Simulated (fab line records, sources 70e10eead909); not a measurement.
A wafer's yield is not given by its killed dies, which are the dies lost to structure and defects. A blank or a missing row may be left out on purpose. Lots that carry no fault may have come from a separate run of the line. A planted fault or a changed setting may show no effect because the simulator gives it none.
A lot that was struck, set against a sound lot / flow nand_harc / 35 out of 1159 route steps
Sound: the wafers L782.3, L782.4, L782.6. Struck: wafer L797.3. (L797.1, L797.5 of the same lot were not struck and are left out.) The cause comes at the end.
At each step with rows: each side's tool, then ch and its chambers, then its first start. Under that, the readings that differ: sound wafers / struck wafers / difference of the means / sigmas: that difference in standard deviations of wafers without a fault.
alike: same words and numbers on both sides, and readings whose means sit less than 2 such deviations apart. not compared: any withheld reading, any reading some wafer has no value for, any bound like >300 that may hide the same value, and any number with overlapping values for which the record gives no deviation.
A row with sigmas, a row that says differs or no value, or rows on one side alone: a step with any of these is where the two part. Numbers that don't overlap but have no deviation are shown without sigmas and don't part them. A reading missing from all wafers of one side parts the sides only when that side holds two or more wafers.

NHARC_P_START_INSPECT_01:
  sound: defect_inspect-02 at day 1 12:03; struck: defect_inspect-02 at day 5 06:02
  alike: raw_defect_count
then, 2 steps without rows for these wafers: NHARC_P_ZERO_WELL_PRECLEAN_00 (cleans in SPM, time 600 s); NHARC_P_ZERO_WELL_SRD_01.
NHARC_P_ZERO_WELL_PECVD_02: deposits SiO2, target thk 10 nm.
  sound on pecvd-04 ch 0,1,2, day 1 12:27; struck on pecvd-04 ch 0,1,2, day 5 06:27
then, 9 steps without rows for these wafers: NHARC_P_ZERO_WELL_DEHYDRATE_03 (time 120 s); NHARC_P_ZERO_WELL_HMDS_04 (time 30 s); NHARC_P_ZERO_WELL_COAT_64 (time 65 s); NHARC_P_ZERO_WELL_COAT_05 (resist thk 600 nm); NHARC_P_ZERO_WELL_SOFTBAKE_06 (time 70 s); NHARC_P_ZERO_WELL_EBR_07; NHARC_P_ZERO_WELL_EXPOSE_08 (exposes mask P ZERO, target cd 500 nm); NHARC_P_ZERO_WELL_PEB_09 (peb time 80 s); NHARC_P_ZERO_WELL_DEVELOP_10 (time 50 s).
NHARC_P_ZERO_WELL_CD_MEAS_11: the cd target is 500 nm.
  sound on cd_sem-01 ch 0, day 1 13:15; struck on cd_sem-01 ch 0, day 5 07:14
  alike: cd_nm
then, 1 step without rows for these wafers: NHARC_P_ZERO_WELL_HARDBAKE_12 (time 65 s).
NHARC_P_ZERO_WELL_DESCUM_13: chemistry O2, time 3 s.
  sound on rie_diel-07 ch 0,1,3, day 1 13:24; struck on rie_diel-03 ch 0, day 5 07:25
reading=rf_vpp_V (V); sound=58.5 58.7 58.4; struck=60.4; difference=+1.9; sigmas=+2
  alike: drypump_motor_current_A, oes_product_au, showerhead_plenum_p_Torr, throttle_valve_pct
  not compared: rf_hours_counter_h
NHARC_P_ZERO_WELL_ETCH_65: etches the open film in N2/H2, target depth 80 nm, overetch 24 nm, time 87.88 s.
  sound on rie_diel-07 ch 1,3, day 1 13:30; struck on rie_diel-03 ch 3, day 5 07:29
reading=showerhead_plenum_p_Torr (Torr); sound=1.94 2.08 1.94; struck=2.17; difference=+0.18; sigmas=+2
  alike: drypump_motor_current_A, h2_flow_sccm, oes_product_au, rf_vpp_V, throttle_valve_pct
  not compared: rf_hours_counter_h
NHARC_P_ZERO_WELL_ETCH_62: etches the open film in CHF3/Ar, target depth 13 nm, time 6.5 s.
  sound on rie_diel-07 ch 1,3; struck on rie_diel-03 ch 0
  alike: drypump_motor_current_A, oes_product_au, rf_vpp_V, showerhead_plenum_p_Torr, throttle_valve_pct
  not compared: rf_hours_counter_h
NHARC_P_ZERO_WELL_ETCH_63: etches the open film in HBr/Cl2, target depth 120 nm, time 40.1 s.
  sound on rie_si-05 ch 0,1,3, day 1 13:43; struck on rie_si-02 ch 1, day 5 07:41
reading=drypump_motor_current_A (A); sound=5.4 5.8 5.3; struck=6.7; difference=+1.2; sigmas=+3
  alike: oes_product_au, throttle_valve_pct
  not compared: rf_hours_counter_h
then, 9 steps without rows for these wafers: NHARC_P_ZERO_WELL_STRIP_15 (strips in SPM, time 900 s); NHARC_P_ZERO_WELL_DEHYDRATE_16 (time 120 s); NHARC_P_ZERO_WELL_HMDS_17 (time 30 s); NHARC_P_ZERO_WELL_COAT_18; NHARC_P_ZERO_WELL_SOFTBAKE_19 (time 95 s); NHARC_P_ZERO_WELL_EBR_20; NHARC_P_ZERO_WELL_EXPOSE_21 (exposes mask P NWELL, target cd 720 nm); NHARC_P_ZERO_WELL_PEB_22 (peb time 85 s); NHARC_P_ZERO_WELL_DEVELOP_23 (time 70 s).
NHARC_P_ZERO_WELL_CD_MEAS_24: the cd target is 720 nm.
  sound on cd_sem-02 ch 0, day 1 14:30; struck on cd_sem-01 ch 0, day 5 08:36
  alike: cd_nm
then, 1 step without rows for these wafers: NHARC_P_ZERO_WELL_HARDBAKE_25 (time 80 s).
NHARC_P_ZERO_WELL_DESCUM_26: chemistry O2, time 3 s.
  sound on rie_diel-01 ch 0,2,3, day 1 14:40; struck on rie_diel-01 ch 2, day 5 08:46
  alike: drypump_motor_current_A, oes_product_au, rf_vpp_V, showerhead_plenum_p_Torr, throttle_valve_pct
  not compared: rf_hours_counter_h
then, 2 steps without rows for these wafers: NHARC_P_ZERO_WELL_IMPLANT_27; NHARC_P_ZERO_WELL_IMPLANT_57.
NHARC_P_STI_INSPECT_11:
  sound: defect_inspect-02 at day 2 15:35; struck: defect_inspect-02 at day 6 05:41
reading=raw_defect_count; sound=2 6 8; struck=27; difference=+22; sigmas=+6
-- jump in the record: it breaks off in module P_STI and resumes in module END (first step shown: number 1159 of the route), and 17 days separate the struck wafers' starts before and after --
NHARC_END_SORT_01:
  only the struck wafers appear in the record here, on prober-01 ch 0 at day 23 04:02; the sound ones have no rows

WHERE THEY PART
First at NHARC_P_ZERO_WELL_DESCUM_13; last, within this record, at NHARC_END_SORT_01.

WHY: what had been put in by the simulator
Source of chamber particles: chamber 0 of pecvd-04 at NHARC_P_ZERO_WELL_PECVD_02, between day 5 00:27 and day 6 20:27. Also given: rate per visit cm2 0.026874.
